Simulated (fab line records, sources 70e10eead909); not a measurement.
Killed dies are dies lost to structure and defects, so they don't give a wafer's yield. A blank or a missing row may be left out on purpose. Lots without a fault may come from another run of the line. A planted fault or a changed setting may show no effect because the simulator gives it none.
Which tool did it? | flow nand_harc | 24 lots, 72 wafers sampled, at 6 steps of a route of 1302

WHAT THE GAUGES READ, wafer by wafer
NHARC_A_CONTACT_CD_MEAS_42: target cd 300 nm. Usual: cd_nm 300.0 nm, standard deviation 0.62.
lot  | measured     | on        | cd_nm (nm)        | flag
L075 | day 21 20:41 | cd_sem-01 | 300.9 300.7 300.4 |
L074 | day 22 01:10 | cd_sem-03 | 299.8 300.2 300.7 |
L076 | day 22 02:10 | cd_sem-01 | 301.4 300.7 300.8 |
L078 | day 22 10:46 | cd_sem-01 | 300.8 300.0 300.2 |
L077 | day 22 14:52 | cd_sem-01 | 299.2 299.5 299.3 |
L081 | day 24 03:55 | cd_sem-03 | 299.5 300.5 299.8 |
L080 | day 24 03:18 | cd_sem-01 | 300.3 300.1 300.3 |
L079 | day 24 02:02 | cd_sem-02 | 299.3 300.0 300.2 |
L084 | day 25 13:17 | cd_sem-03 | 300.4 299.9 300.2 |
L082 | day 25 14:25 | cd_sem-03 | 299.3 298.5 298.8 |
L083 | day 25 15:18 | cd_sem-02 | 300.0 299.5 298.7 |
L085 | day 26 04:46 | cd_sem-01 | 301.2 300.3 301.0 |
L086 | day 26 11:13 | cd_sem-01 | 300.0 299.8 300.5 |
L087 | day 27 01:10 | cd_sem-03 | 300.0 300.3 299.7 |
L089 | day 27 12:25 | cd_sem-03 | 300.7 299.8 299.8 |
L088 | day 27 16:36 | cd_sem-01 | 299.7 298.6 299.8 |
L092 | day 28 21:02 | cd_sem-02 | 300.8 300.4 300.8 |
L090 | day 28 22:53 | cd_sem-01 | 300.0 300.1 299.8 |
L091 | day 29 06:50 | cd_sem-02 | 300.2 299.3 299.1 |
L095 | day 29 15:37 | cd_sem-01 | 298.7 299.2 300.1 |
L093 | day 29 22:11 | cd_sem-01 | 300.9 299.9 301.2 |
L094 | day 29 22:21 | cd_sem-02 | 299.8 300.6 299.4 |
L096 | day 30 20:25 | cd_sem-03 | 299.7 299.4 299.4 |
L097 | day 31 08:35 | cd_sem-03 | 300.3 299.7 299.4 |

NHARC_A_CONTACT_CD_MEAS_53. Usual: cd_nm 289.3 nm, standard deviation 0.72.
lot  | measured     | on        | cd_nm (nm)        | flag
L075 | day 22 01:59 | cd_sem-01 | 289.2 289.5 289.0 |
L074 | day 22 06:26 | cd_sem-01 | 287.9 287.9 289.1 |
L076 | day 22 07:35 | cd_sem-03 | 288.8 288.5 288.2 |
L078 | day 22 16:06 | cd_sem-03 | 288.4 288.7 288.8 |
L077 | day 22 20:09 | cd_sem-01 | 289.7 290.1 290.2 |
L081 | day 24 09:14 | cd_sem-01 | 290.0 289.4 290.3 |
L080 | day 24 08:35 | cd_sem-03 | 290.0 288.5 288.8 |
L079 | day 24 07:19 | cd_sem-01 | 289.0 289.3 288.8 |
L084 | day 25 18:34 | cd_sem-03 | 289.2 289.2 289.7 |
L082 | day 25 19:44 | cd_sem-02 | 290.6 291.1 290.8 |
L083 | day 25 20:36 | cd_sem-01 | 287.9 288.4 288.5 |
L085 | day 26 10:10 | cd_sem-01 | 289.9 289.1 290.0 |
L086 | day 26 16:48 | cd_sem-03 | 289.1 289.5 289.3 |
L087 | day 27 06:28 | cd_sem-01 | 289.7 289.9 289.8 |
L089 | day 27 18:15 | cd_sem-01 | 289.2 289.4 288.7 |
L088 | day 27 22:38 | cd_sem-03 | 288.6 289.5 288.9 |
L092 | day 29 02:18 | cd_sem-03 | 288.5 289.5 288.6 |
L090 | day 29 04:13 | cd_sem-01 | 288.8 288.4 288.8 |
L091 | day 29 12:07 | cd_sem-02 | 290.1 290.1 289.4 |
L095 | day 29 20:54 | cd_sem-02 | 289.4 289.9 289.5 |
L093 | day 30 03:29 | cd_sem-02 | 290.0 290.3 290.3 |
L094 | day 30 03:43 | cd_sem-03 | 289.0 290.3 289.6 |
L096 | day 31 02:07 | cd_sem-03 | 288.6 289.3 289.3 |
L097 | day 31 13:52 | cd_sem-02 | 289.7 289.4 289.5 |

WHICH TOOL RAN EACH LOT (tool, then ch and the chambers of the sampled wafers, then the start)
lot  | NHARC_A_WL_FILL_ETCHBACK_26      | NHARC_A_CONTACT_ETCH_50                       | NHARC_A_CONTACT_ETCH_114             | NHARC_A_CONTACT_ETCH_120
L075 | rie_si-05 ch 0,2, day 21 13:19   | rie_diel-03 ch 0,1,2, day 21 23:13 or earlier | har_cap_etch-03 ch 0,1, day 21 23:13 | har_cap_etch-03 ch 0,1, day 22 00:14
L074 | rie_si-05 ch 0,3, day 21 18:26   | rie_diel-03 ch 0,1,3, day 22 03:46 or earlier | har_cap_etch-02 ch 0,1, day 22 03:46 | har_cap_etch-02 ch 0,1, day 22 04:47
L076 | rie_si-04 ch 0,1, day 21 18:26   | rie_diel-05 ch 0,1, day 22 04:52 or earlier   | har_cap_etch-03 ch 0,1, day 22 04:52 | har_cap_etch-03 ch 0,1, day 22 05:53
L078 | rie_si-05 ch 0,1,2, day 22 02:26 | rie_diel-05 ch 0,1,2, day 22 13:21 or earlier | har_cap_etch-02 ch 0,1, day 22 13:21 | har_cap_etch-02 ch 0,1, day 22 14:23
L077 | rie_si-04 ch 0,2,3, day 22 06:11 | rie_diel-03 ch 0,2,3, day 22 17:28 or earlier | har_cap_etch-02 ch 1, day 22 17:28   | har_cap_etch-02 ch 1, day 22 18:29
L081 | rie_si-04 ch 1,2,3, day 23 18:05 | rie_diel-13 ch 0,1,2, day 24 06:28 or earlier | har_cap_etch-02 ch 0,1, day 24 06:28 | har_cap_etch-02 ch 0,1, day 24 07:29
L080 | rie_si-05 ch 0,2, day 23 18:06   | rie_diel-05 ch 0,3, day 24 05:51 or earlier   | har_cap_etch-01 ch 1, day 24 05:51   | har_cap_etch-01 ch 1, day 24 06:53
L079 | rie_si-03 ch 0,3, day 23 18:07   | rie_diel-03 ch 1,2, day 24 04:35 or earlier   | har_cap_etch-03 ch 0,1, day 24 04:35 | har_cap_etch-03 ch 0,1, day 24 05:37
L084 | rie_si-05 ch 1,3, day 25 06:16   | rie_diel-13 ch 1,2,3, day 25 15:50 or earlier | har_cap_etch-03 ch 0,1, day 25 15:50 | har_cap_etch-03 ch 0,1, day 25 16:52
L082 | rie_si-04 ch 1,2,3, day 25 06:18 | rie_diel-03 ch 0,1,3, day 25 16:59 or earlier | har_cap_etch-01 ch 0,1, day 25 16:59 | har_cap_etch-01 ch 0,1, day 25 18:01
L083 | rie_si-05 ch 0,2,3, day 25 06:20 | rie_diel-13 ch 1,2,3, day 25 17:52 or earlier | har_cap_etch-02 ch 0,1, day 25 17:52 | har_cap_etch-02 ch 0,1, day 25 18:55
L085 | rie_si-04 ch 0,3, day 25 20:42   | rie_diel-03 ch 0,2,3, day 26 07:19 or earlier | har_cap_etch-03 ch 1, day 26 07:19   | har_cap_etch-03 ch 1, day 26 08:21
L086 | rie_si-05 ch 0,2, day 26 04:25   | rie_diel-03 ch 0,1, day 26 14:04 or earlier   | har_cap_etch-02 ch 0,1, day 26 14:04 | har_cap_etch-02 ch 0,1, day 26 15:06
L087 | rie_si-05 ch 0,2,3, day 26 18:04 | rie_diel-03 ch 0,1, day 27 03:46 or earlier   | har_cap_etch-02 ch 0, day 27 03:46   | har_cap_etch-02 ch 0, day 27 04:47
L089 | rie_si-03 ch 0,2,3, day 27 03:47 | rie_diel-13 ch 2,3, day 27 15:31 or earlier   | har_cap_etch-03 ch 0,1, day 27 15:31 | har_cap_etch-03 ch 0,1, day 27 16:33
L088 | rie_si-04 ch 0,2, day 27 07:43   | rie_diel-05 ch 0,1,3, day 27 19:55 or earlier | har_cap_etch-01 ch 0,1, day 27 19:55 | har_cap_etch-01 ch 0,1, day 27 20:57
L092 | rie_si-03 ch 1,2,3, day 28 13:01 | rie_diel-03 ch 0,1,2, day 28 23:34 or earlier | har_cap_etch-01 ch 0,1, day 28 23:34 | har_cap_etch-01 ch 0,1, day 29 00:35
L090 | rie_si-04 ch 1,2,3, day 28 13:04 | rie_diel-13 ch 0,1,2, day 29 01:29 or earlier | har_cap_etch-02 ch 0,1, day 29 01:29 | har_cap_etch-02 ch 0,1, day 29 02:32
L091 | rie_si-04 ch 0,1, day 28 18:17   | rie_diel-03 ch 0,1,3, day 29 09:24 or earlier | har_cap_etch-03 ch 0, day 29 09:24   | har_cap_etch-03 ch 0, day 29 10:25
L095 | rie_si-04 ch 1,2, day 29 08:51   | rie_diel-03 ch 2,3, day 29 18:12 or earlier   | har_cap_etch-03 ch 0,1, day 29 18:12 | har_cap_etch-03 ch 0,1, day 29 19:13
L093 | rie_si-05 ch 2,3, day 29 12:41   | rie_diel-05 ch 0,1,2, day 30 00:45 or earlier | har_cap_etch-03 ch 0,1, day 30 00:45 | har_cap_etch-03 ch 0,1, day 30 01:47
L094 | rie_si-03 ch 1,3, day 29 12:43   | rie_diel-13 ch 2,3, day 30 00:58 or earlier   | har_cap_etch-01 ch 0, day 30 00:58   | har_cap_etch-01 ch 0, day 30 01:59
L096 | rie_si-04 ch 1,2,3, day 30 12:13 | rie_diel-13 ch 1,2,3, day 30 23:22 or earlier | har_cap_etch-01 ch 0,1, day 30 23:22 | har_cap_etch-01 ch 0,1, day 31 00:23
L097 | rie_si-05 ch 1,2,3, day 31 01:14 | rie_diel-03 ch 1,2,3, day 31 11:08 or earlier | har_cap_etch-03 ch 0,1, day 31 11:08 | har_cap_etch-03 ch 0,1, day 31 12:10
- NHARC_A_WL_FILL_ETCHBACK_26: etches the open film in HBr, target depth 52 nm, time 13.3 s.
- NHARC_A_CONTACT_ETCH_50: etches the open film in CF4/CHF3, target depth 121 nm, time 60.5 s.
- NHARC_A_CONTACT_ETCH_114: etches the open film in C4F8/O2/Ar, time 190 s, target depth 1850 nm.
- NHARC_A_CONTACT_ETCH_120: etches the open film in C4F8/O2/Ar, time 190 s, target depth 1850 nm.

WHAT THE TOOLS THEMSELVES READ (means of the sampled wafers that have a number; where no wafer has one, the mark that the record gives instead)
NHARC_A_WL_FILL_ETCHBACK_26. Usual: drypump_motor_current_A 5.5 A, standard deviation 0.52; oes_product_au 0.999 a.u., standard deviation 0.0085; throttle_valve_pct 23.267 %, standard deviation 0.0089.
lot  | tool      | drypump_motor_current_A (A) | oes_product_au (a.u.) | throttle_valve_pct (%) | flag
L075 | rie_si-05 | 5.0                         | 1.003                 | 23.271                 |
L074 | rie_si-05 | 5.2                         | 0.992                 | 23.264                 |
L076 | rie_si-04 | 5.7                         | 0.992                 | 23.264                 |
L078 | rie_si-05 | 5.3                         | 1.001                 | 23.269                 |
L077 | rie_si-04 | 5.7                         | 1.013                 | 23.275                 |
L081 | rie_si-04 | 6.0                         | 0.999                 | 23.266                 |
L080 | rie_si-05 | 5.0                         | 0.992                 | 23.268                 |
L079 | rie_si-03 | 5.6                         | 0.995                 | 23.270                 |
L084 | rie_si-05 | 5.5                         | 0.988                 | 23.265                 |
L082 | rie_si-04 | 6.0                         | 0.998                 | 23.261                 |
L083 | rie_si-05 | 5.1                         | 0.993                 | 23.262                 |
L085 | rie_si-04 | 5.5                         | 0.998                 | 23.260                 |
L086 | rie_si-05 | 5.0                         | 1.001                 | 23.267                 |
L087 | rie_si-05 | 5.1                         | 1.001                 | 23.261                 |
L089 | rie_si-03 | 5.7                         | 0.998                 | 23.263                 |
L088 | rie_si-04 | 5.4                         | 0.995                 | 23.265                 |
L092 | rie_si-03 | 5.3                         | 0.997                 | 23.278                 |
L090 | rie_si-04 | 6.0                         | 1.002                 | 23.268                 |
L091 | rie_si-04 | 5.3                         | 0.994                 | 23.266                 |
L095 | rie_si-04 | 5.9                         | 0.997                 | 23.266                 |
L093 | rie_si-05 | 5.0                         | 1.012                 | 23.275                 |
L094 | rie_si-03 | 5.2                         | 0.999                 | 23.267                 |
L096 | rie_si-04 | 6.0                         | 1.001                 | 23.267                 |
L097 | rie_si-05 | 5.4                         | 1.007                 | 23.257                 |

NHARC_A_CONTACT_ETCH_50. Usual: drypump_motor_current_A 5.51 A, standard deviation 0.28; oes_product_au 0.946 a.u., standard deviation 0.023; rf_vpp_V 370.7 V, standard deviation 2.7; showerhead_plenum_p_Torr 1.58 Torr, standard deviation 0.078; throttle_valve_pct 16.803 %, standard deviation 0.0094.
lot  | tool        | drypump_motor_current_A (A) | oes_product_au (a.u.) | rf_vpp_V (V) | showerhead_plenum_p_Torr (Torr) | throttle_valve_pct (%) | flag
L075 | rie_diel-03 | 5.38                        | 0.967                 | 370.8        | 1.58                            | 16.798                 |
L074 | rie_diel-03 | 5.53                        | 0.969                 | 370.5        | 1.57                            | 16.805                 |
L076 | rie_diel-05 | 5.38                        | 0.922                 | 370.2        | 1.55                            | 16.797                 |
L078 | rie_diel-05 | 5.77                        | 0.918                 | 369.3        | 1.54                            | 16.801                 |
L077 | rie_diel-03 | 5.51                        | 0.941                 | 373.3        | 1.64                            | 16.810                 |
L081 | rie_diel-13 | 5.49                        | 0.959                 | 368.3        | 1.51                            | 16.803                 |
L080 | rie_diel-05 | 5.42                        | 0.938                 | 374.1        | 1.66                            | 16.802                 |
L079 | rie_diel-03 | 5.20                        | 0.974                 | 370.1        | 1.59                            | 16.797                 |
L084 | rie_diel-13 | 5.62                        | 0.931                 | 368.8        | 1.53                            | 16.790                 |
L082 | rie_diel-03 | 5.53                        | 0.920                 | 370.7        | 1.57                            | 16.800                 |
L083 | rie_diel-13 | 5.61                        | 0.953                 | 370.7        | 1.53                            | 16.810                 |
L085 | rie_diel-03 | 5.50                        | 0.969                 | 372.6        | 1.64                            | 16.798                 |
L086 | rie_diel-03 | 5.41                        | 0.973                 | 368.9        | 1.52                            | 16.799                 |
L087 | rie_diel-03 | 5.55                        | 0.932                 | 370.7        | 1.58                            | 16.803                 |
L089 | rie_diel-13 | 5.66                        | 0.931                 | 369.2        | 1.53                            | 16.803                 |
L088 | rie_diel-05 | 5.32                        | 0.936                 | 371.0        | 1.58                            | 16.812                 |
L092 | rie_diel-03 | 5.38                        | 0.931                 | 373.8        | 1.66                            | 16.803                 |
L090 | rie_diel-13 | 5.49                        | 0.926                 | 368.6        | 1.50                            | 16.797                 |
L091 | rie_diel-03 | 5.54                        | 0.968                 | 372.7        | 1.65                            | 16.800                 |
L095 | rie_diel-03 | 5.31                        | 0.972                 | 372.5        | 1.63                            | 16.801                 |
L093 | rie_diel-05 | 5.77                        | 0.921                 | 371.7        | 1.61                            | 16.809                 |
L094 | rie_diel-13 | 5.64                        | 0.921                 | 367.5        | 1.53                            | 16.801                 |
L096 | rie_diel-13 | 5.61                        | 0.974                 | 368.4        | 1.52                            | 16.810                 |
L097 | rie_diel-03 | 5.39                        | 0.954                 | 373.0        | 1.65                            | 16.799                 |

NHARC_A_CONTACT_ETCH_114. Usual: oes_air_line_au 1.002 a.u., standard deviation 0.022.
lot  | tool            | oes_air_line_au (a.u.) | flag
L075 | har_cap_etch-03 | 1.012                  |
L074 | har_cap_etch-02 | 1.013                  |
L076 | har_cap_etch-03 | 0.994                  |
L078 | har_cap_etch-02 | 0.986                  |
L077 | har_cap_etch-02 | 1.020                  |
L081 | har_cap_etch-02 | 1.000                  |
L080 | har_cap_etch-01 | 0.992                  |
L079 | har_cap_etch-03 | 0.979                  |
L084 | har_cap_etch-03 | 0.983                  |
L082 | har_cap_etch-01 | 1.020                  |
L083 | har_cap_etch-02 | 0.987                  |
L085 | har_cap_etch-03 | 1.013                  |
L086 | har_cap_etch-02 | 1.002                  |
L087 | har_cap_etch-02 | 0.995                  |
L089 | har_cap_etch-03 | 1.007                  |
L088 | har_cap_etch-01 | 1.017                  |
L092 | har_cap_etch-01 | 1.009                  |
L090 | har_cap_etch-02 | 1.017                  |
L091 | har_cap_etch-03 | 0.998                  |
L095 | har_cap_etch-03 | 1.009                  |
L093 | har_cap_etch-03 | 0.987                  |
L094 | har_cap_etch-01 | 0.968                  |
L096 | har_cap_etch-01 | 0.992                  |
L097 | har_cap_etch-03 | 0.991                  |

NHARC_A_CONTACT_ETCH_120. Usual: oes_air_line_au 0.998 a.u., standard deviation 0.018.
lot  | tool            | oes_air_line_au (a.u.) | flag
L075 | har_cap_etch-03 | 0.993                  |
L074 | har_cap_etch-02 | 1.000                  |
L076 | har_cap_etch-03 | 1.015                  |
L078 | har_cap_etch-02 | 0.978                  |
L077 | har_cap_etch-02 | 0.997                  |
L081 | har_cap_etch-02 | 0.977                  |
L080 | har_cap_etch-01 | 0.999                  |
L079 | har_cap_etch-03 | 1.004                  |
L084 | har_cap_etch-03 | 0.999                  |
L082 | har_cap_etch-01 | 0.999                  |
L083 | har_cap_etch-02 | 1.003                  |
L085 | har_cap_etch-03 | 1.004                  |
L086 | har_cap_etch-02 | 1.009                  |
L087 | har_cap_etch-02 | 1.015                  |
L089 | har_cap_etch-03 | 1.005                  |
L088 | har_cap_etch-01 | 0.973                  |
L092 | har_cap_etch-01 | 1.017                  |
L090 | har_cap_etch-02 | 1.008                  |
L091 | har_cap_etch-03 | 0.995                  |
L095 | har_cap_etch-03 | 1.002                  |
L093 | har_cap_etch-03 | 1.007                  |
L094 | har_cap_etch-01 | 0.978                  |
L096 | har_cap_etch-01 | 1.004                  |
L097 | har_cap_etch-03 | 0.994                  |

THE ANSWER, worked out from the rows above alone
Rule: a lot is off if the mean of its wafers that have a number lies more than 3 standard deviations from the usual mean. A lot without any number at a reading at which 4 lots or more have one is off too. The other lots that the step has rows for count as sound. The gauges are gone through in route order, then the tools' own readings, and for those a lot's mean is taken as printed above. The first step at which some lot is off is used, and at that step the reading that is off furthest; a lot without a number counts as furthest.
No lot is off at any reading shown: from this, nothing can be told.

WHAT THE SIMULATOR HAD PUT IN
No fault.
